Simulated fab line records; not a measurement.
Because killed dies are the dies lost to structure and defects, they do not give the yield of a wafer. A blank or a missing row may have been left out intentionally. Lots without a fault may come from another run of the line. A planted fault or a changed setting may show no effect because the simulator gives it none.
Chamber matching	flow n5-finfet	N5_SDB_CUT_ETCH_26 on rie-si-01: 4 sister chambers
The step etches Si in HBr/Cl2/O2, target depth 129.6 nm, bt time 20 s, time 51.8 s. 16 wafers are shown with their chamber, then 7 later ones without.

== WAFERS, EACH WITH ITS CHAMBER ==
wafer	chamber	throttle-valve-pct (%)	drypump-motor-current-A (A)	oes-product-au (a.u.)
L695.1	1	36.6	4.9	1.028
L695.3	2	37.0	5.2	0.997
L698.1	1	36.6	4.9	1.042
L698.2	3	37.5	5.7	0.996
L698.5	2	37.0	5.2	0.993
L699.1	2	37.0	5.2	0.988
L699.3	3	37.5	5.6	1.005
L699.6	1	36.6	4.9	1.025
L701.1	1	36.6	4.9	1.025
L701.2	0	36.9	5.0	1.007
L701.6	0	36.9	5.0	1.011
L702.2	0	36.9	5.0	1.005
L702.5	3	37.5	5.6	0.998
L702.6	0	36.8	5.0	1.005
L703.1	3	37.5	5.6	0.993
L703.2	0	36.9	5.0	0.998

SIGNATURES (averages over the wafers above)
reading	chamber 0	chamber 1	chamber 2	chamber 3	scatter within a chamber
throttle-valve-pct	36.880	36.600	37.000	37.500	0.0258
drypump-motor-current-A	5.000	4.900	5.200	5.625	0.025
oes-product-au	1.00520	1.03000	0.99267	0.99800	0.00581
Rule: distance of a wafer from a chamber = root of the sum over the readings of ((wafer's reading minus chamber's mean) / reading's scatter) squared. The wafer belongs to the nearest chamber; if the next one is less than 2 further off, it can't be placed. The scatter: take each reading less its chamber's mean, square it, sum over the shown wafers, divide by the number of wafers less the number of chambers, and take the root.

== WAFERS WITHOUT THEIR CHAMBER ==
wafer	throttle-valve-pct (%)	drypump-motor-current-A (A)	oes-product-au (a.u.)
L703.5	37.5	5.6	1.003
L713.1	37.1	5.2	0.999
L713.2	36.6	4.9	1.025
L713.6	37.0	5.2	0.997
L715.1	37.1	5.2	0.999
L715.4	36.9	5.0	1.003
L715.5	37.5	5.6	0.998

== CHAMBER TAKEN BY EACH ==
wafer	from the rows above	in truth
L703.5	3	3
L713.1	2	2
L713.2	1	1
L713.6	2	2
L715.1	2	2
L715.4	0	0
L715.5	3	3
Correctly placed: 7 of 7. Left unplaced by these rows: 0. Placed wrongly: 0.
